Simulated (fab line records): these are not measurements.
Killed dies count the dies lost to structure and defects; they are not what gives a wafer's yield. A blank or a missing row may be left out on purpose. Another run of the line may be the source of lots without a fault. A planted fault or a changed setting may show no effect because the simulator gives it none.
A lot that was struck, set against a sound lot    flow nandHarc    15 steps out of a route of 1159
Sound: the wafers L772.2, L772.4, L772.6. The struck wafers were L779.2, L779.3, L779.4. The cause is given at the end.
Each step with rows lists, per side, the tool, then ch with its chambers, then its first start. Under that, the readings that differ: sound wafers    struck wafers    difference of the means    sigmas: that difference in standard deviations of wafers without a fault.
alike: words and numbers the same on both sides, and readings whose means are apart by under 2 such deviations; not compared: readings that were withheld, readings missing a value for some wafer, numbers with overlapping values and no deviation given by the record, and bounds like >300 which may hide the same value.
Wherever a step has rows on one side only, a row that says differs or no value, or a row with sigmas, the two part there. When numbers do not overlap yet have no deviation, they are printed without sigmas and do not part them. A reading that every wafer of one side lacks parts them only if that side has two wafers or more.

first, 8 steps without rows for these wafers: NHARC_A_M0_HMDS_02 (time 30 s); NHARC_A_M0_COAT_33 (time 65 s); NHARC_A_M0_COAT_03 (resist thk 90 nm); NHARC_A_M0_SOFTBAKE_04 (time 55 s); NHARC_A_M0_EBR_05; NHARC_A_M0_EXPOSE_06 (exposes mask A M0, target cd 80 nm); NHARC_A_M0_PEB_07 (peb time 65 s); NHARC_A_M0_DEVELOP_08 (develop time 35 s).
NHARC_A_M0_CD_MEAS_09: target cd 80 nm.
  sound on cdSem-01 ch 0, day 17 22:28; struck on cdSem-02 ch 0, day 20 06:26
  alike: cdNm
NHARC_A_M0_OVL_MEAS_10: pitch 160 nm.
  sound: overlay-01 at day 17 22:34; struck: overlay-01 at day 20 06:31
  alike: overlayXNm, overlayYNm
NHARC_A_M0_INSPECT_11:
  sound: defectInspect-02 at day 17 22:35; struck: defectInspect-01 at day 20 06:33
  alike: rawDefectCount
NHARC_A_M0_DESCUM_14: chemistry O2, time 3 s.
  sound on rieDiel-12 ch 2,3, day 17 22:40; struck on rieDiel-06 ch 0,2,3, day 20 06:37
  alike: drypumpMotorCurrentA, oesProductAu, rfVppV, showerheadPlenumPTorr, throttleValvePct
  not compared: rfHoursCounterH
NHARC_A_M0_ETCH_34: etches the open film in N2/H2, target depth 40 nm, overetch 12 nm, time 43.94 s.
  sound on rieDiel-12 ch 0,1,2, day 17 22:45; struck on rieDiel-06 ch 1,2,3, day 20 06:42
reading              sound              struck             difference  sigmas
oesProductAu (a.u.)  1.001 1.001 0.999  0.864 0.853 0.874  -0.137      -12
  alike: drypumpMotorCurrentA, rfVppV, showerheadPlenumPTorr, throttleValvePct
  not compared: rfHoursCounterH
NHARC_A_M0_ETCH_15: etches the open film in C4F8/Ar, target depth 150 nm, overetch 15 nm, time 82.5 s.
  sound: rieDiel-12 ch 0,2,3; struck: rieDiel-06 ch 0,2,3
  alike: oesProductAu, rfVppV
  not compared: rfHoursCounterH
then, 1 step without rows for these wafers: NHARC_END_SORT_01.

WHERE THEY PART
NHARC_A_M0_ETCH_34 only, going by this record. Later steps at which nothing parts them and some readings are alike: NHARC_A_M0_ETCH_15.

WHY: the cause the simulator had injected
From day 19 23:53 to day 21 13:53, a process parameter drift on rieDiel-06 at NHARC_A_M0_ETCH_34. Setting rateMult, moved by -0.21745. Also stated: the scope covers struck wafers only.
